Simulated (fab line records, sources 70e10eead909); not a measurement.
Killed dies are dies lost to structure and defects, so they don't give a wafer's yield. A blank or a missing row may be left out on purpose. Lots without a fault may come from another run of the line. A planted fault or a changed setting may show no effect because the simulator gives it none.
Which tool did it? | flow nand_harc | 12 lots, 36 wafers sampled, at 5 steps of a route of 1159

WHAT THE GAUGES READ, wafer by wafer
NHARC_END_SORT_01.
lot  | measured     | on        | killed_at_array | killed_at_other | killed_at_periphery | killed_dies | killed_open | killed_short
L274 | day 22 06:01 | prober-01 | 13 20 17        | 0 1 1           | 4 656 659           | 17 677 677  | 3 3 3       | 3 7 0

WHICH TOOL RAN EACH LOT (tool, then ch and the chambers of the sampled wafers, then the start)
lot  | NHARC_P_CONTACT_DEP_30          | NHARC_P_CONTACT_CMP_01        | NHARC_P_CONTACT_ETCH_35            | NHARC_P_CONTACT_ETCH_31
L263 | pecvd-04 ch 0,1,2, day 5 09:50  | cmp-01 ch 0,2,3, day 5 10:32  | rie_diel-06 ch 0,3, day 5 11:31    | rie_diel-06 ch 0,2,3, day 5 12:17
L262 | pecvd-04 ch 0,1,2, day 5 11:47  | cmp-01 ch 0,1,3, day 5 12:29  | rie_diel-02 ch 0,3, day 5 13:23    | rie_diel-02 ch 0,2,3, day 5 14:19
L264 | pecvd-04 ch 0,1,2, day 6 01:30  | cmp-04 ch 1,2, day 6 02:10    | rie_diel-06 ch 0,1,3, day 6 03:16  | rie_diel-06 ch 1,3, day 6 03:55
L266 | pecvd-01 ch 0,1,2, day 6 09:16  | cmp-04 ch 0,1,3, day 6 09:59  | rie_diel-06 ch 1,2,3, day 6 11:02  | rie_diel-06 ch 1,2,3, day 6 11:42
L270 | pecvd-01 ch 0,1,2, day 7 15:30  | cmp-04 ch 0,2,3, day 7 16:13  | rie_diel-06 ch 1,2, day 7 17:19    | rie_diel-06 ch 0,1, day 7 17:58
L274 | pecvd-04 ch 1,2, day 8 20:14    | cmp-02 ch 0,3, day 8 20:57    | rie_diel-06 ch 1,2, day 8 21:55    | rie_diel-06 ch 0,2, day 8 22:35
L277 | pecvd-01 ch 0,1, day 9 11:25    | cmp-02 ch 2,3, day 9 12:08    | rie_diel-08 ch 2,3, day 9 13:07    | rie_diel-08 ch 2,3, day 9 13:46
L279 | pecvd-03 ch 0,1,2, day 9 17:12  | cmp-04 ch 1,3, day 9 17:56    | rie_diel-02 ch 0,2, day 9 18:54    | rie_diel-02 ch 0,1, day 9 19:41
L280 | pecvd-03 ch 0,1,2, day 10 01:22 | cmp-04 ch 1,2,3, day 10 02:07 | rie_diel-08 ch 0,1,2, day 10 03:04 | rie_diel-08 ch 1,2,3, day 10 03:46
L283 | pecvd-01 ch 0,1, day 10 15:14   | cmp-02 ch 0,2, day 10 15:55   | rie_diel-08 ch 1,2,3, day 10 17:01 | rie_diel-08 ch 0,3, day 10 17:50
L282 | pecvd-04 ch 0,1,2, day 10 16:44 | cmp-01 ch 0,2,3, day 10 17:23 | rie_diel-08 ch 0,3, day 10 18:23   | rie_diel-08 ch 2,3, day 10 19:20
L285 | pecvd-03 ch 0,1,2, day 11 04:34 | cmp-04 ch 0,2,3, day 11 05:17 | rie_diel-02 ch 2,3, day 11 06:20   | rie_diel-02 ch 1,2, day 11 06:59
- NHARC_P_CONTACT_DEP_30: deposits SiNx, target thk 30 nm.
- NHARC_P_CONTACT_CMP_01: polishes SiO2, target thk 200 nm.
- NHARC_P_CONTACT_ETCH_35: etches the open film in CF4, target depth 39 nm, time 65 s.
- NHARC_P_CONTACT_ETCH_31: etches the open film in CH3F/O2, target depth 30 nm, time 85.7 s.

WHAT THE TOOLS THEMSELVES READ (means of the sampled wafers that have a number; where no wafer has one, the mark that the record gives instead)
NHARC_P_CONTACT_DEP_30.
lot  | tool     | heater_power_w (W)
L263 | pecvd-04 | 706
L262 | pecvd-04 | 646
L264 | pecvd-04 | 709
L266 | pecvd-01 | 830
L270 | pecvd-01 | 818
L274 | pecvd-04 | 772
L277 | pecvd-01 | 849
L279 | pecvd-03 | 722
L280 | pecvd-03 | 770
L283 | pecvd-01 | 898
L282 | pecvd-04 | 650
L285 | pecvd-03 | 738

NHARC_P_CONTACT_CMP_01.
lot  | tool   | motor_current_A (A) | slurry_flow_ml_min
L263 | cmp-01 | 11.1                | 149.7
L262 | cmp-01 | 12.2                | 150.2
L264 | cmp-04 | 11.9                | 150.5
L266 | cmp-04 | 13.0                | 150.0
L270 | cmp-04 | 12.6                | 150.2
L274 | cmp-02 | 10.6                | 150.0
L277 | cmp-02 | 12.4                | 149.9
L279 | cmp-04 | 12.9                | 149.6
L280 | cmp-04 | 12.8                | 150.1
L283 | cmp-02 | 10.8                | 150.0
L282 | cmp-01 | 11.4                | 149.6
L285 | cmp-04 | 12.5                | 150.0

NHARC_P_CONTACT_ETCH_35.
lot  | tool        | drypump_motor_current_A (A) | oes_product_au (a.u.) | rf_vpp_V (V) | showerhead_plenum_p_Torr (Torr) | throttle_valve_pct (%)
L263 | rie_diel-06 | 5.0                         | 0.995                 | 151.0        | 1.79                            | 13.279
L262 | rie_diel-02 | 5.5                         | 1.018                 | 150.3        | 1.68                            | 13.285
L264 | rie_diel-06 | 5.5                         | 0.997                 | 152.6        | 1.77                            | 13.281
L266 | rie_diel-06 | 5.9                         | 1.000                 | 151.4        | 1.77                            | 13.277
L270 | rie_diel-06 | 6.2                         | 0.996                 | 151.6        | 1.81                            | 13.279
L274 | rie_diel-06 | 6.4                         | 0.975                 | 150.5        | 1.74                            | 13.286
L277 | rie_diel-08 | 6.0                         | 1.013                 | 150.7        | 1.84                            | 13.284
L279 | rie_diel-02 | 5.9                         | 0.986                 | 149.8        | 1.65                            | 13.274
L280 | rie_diel-08 | 5.7                         | 0.992                 | 151.2        | 1.75                            | 13.279
L283 | rie_diel-08 | 5.7                         | 0.993                 | 151.9        | 1.78                            | 13.281
L282 | rie_diel-08 | 5.6                         | 0.990                 | 150.7        | 1.74                            | 13.287
L285 | rie_diel-02 | 5.6                         | 0.990                 | 150.3        | 1.65                            | 13.286

NHARC_P_CONTACT_ETCH_31.
lot  | tool        | drypump_motor_current_A (A) | oes_product_au (a.u.) | rf_vpp_V (V) | showerhead_plenum_p_Torr (Torr) | throttle_valve_pct (%)
L263 | rie_diel-06 | 5.3                         | 0.986                 | 245.1        | 2.56                            | 20.665
L262 | rie_diel-02 | 5.7                         | 0.977                 | 242.6        | 2.32                            | 20.669
L264 | rie_diel-06 | 6.1                         | 0.947                 | 242.9        | 2.36                            | 20.664
L266 | rie_diel-06 | 5.9                         | 0.982                 | 245.2        | 2.46                            | 20.665
L270 | rie_diel-06 | 6.0                         | 0.968                 | 244.0        | 2.42                            | 20.658
L274 | rie_diel-06 | 5.2                         | 0.743                 | 246.2        | 2.62                            | 20.661
L277 | rie_diel-08 | 5.8                         | 0.980                 | 245.8        | 2.54                            | 20.662
L279 | rie_diel-02 | 6.2                         | 0.973                 | 242.7        | 2.32                            | 20.662
L280 | rie_diel-08 | 5.7                         | 0.987                 | 244.4        | 2.48                            | 20.667
L283 | rie_diel-08 | 5.6                         | 0.979                 | 243.3        | 2.46                            | 20.663
L282 | rie_diel-08 | 6.0                         | 0.985                 | 244.7        | 2.56                            | 20.669
L285 | rie_diel-02 | 6.0                         | 0.962                 | 242.1        | 2.30                            | 20.666

THE ANSWER, worked out from the rows above alone
Rule: what is usual is taken from the lots themselves. Put in order of their means at a reading, lots are off if they are a third of the lots or fewer, leave a main group of 4 or more, and stand apart from it by a gap of 3 or more times the standard deviation of the main group's means; of several such gaps the widest counts. A main group whose means are all the same, to the digits that the tables above print for the reading, isn't used. A lot without any number at a reading at which 4 lots or more have one is off too. The other lots that the step has rows for count as sound. The gauges are gone through in route order, then the tools' own readings, and for those a lot's mean is taken as printed above. The first step at which some lot is off is used, and at that step the reading that is off furthest; a lot without a number counts as furthest.
Off: L274, at NHARC_P_CONTACT_ETCH_31 (oes_product_au). The main group: mean 0.975 a.u., standard deviation 0.012.
A tool fits if, at that step or a process step before it, it ran every lot that is off, and no sound lot after the first of them. One fits: rie_diel-06 at NHARC_P_CONTACT_ETCH_35 and NHARC_P_CONTACT_ETCH_31. At NHARC_P_CONTACT_ETCH_35 its last sound lot is L270 (day 7 17:19), its first lot that is off L274 (day 8 21:55): a fault that began between those two fits.

WHAT THE SIMULATOR HAD PUT IN
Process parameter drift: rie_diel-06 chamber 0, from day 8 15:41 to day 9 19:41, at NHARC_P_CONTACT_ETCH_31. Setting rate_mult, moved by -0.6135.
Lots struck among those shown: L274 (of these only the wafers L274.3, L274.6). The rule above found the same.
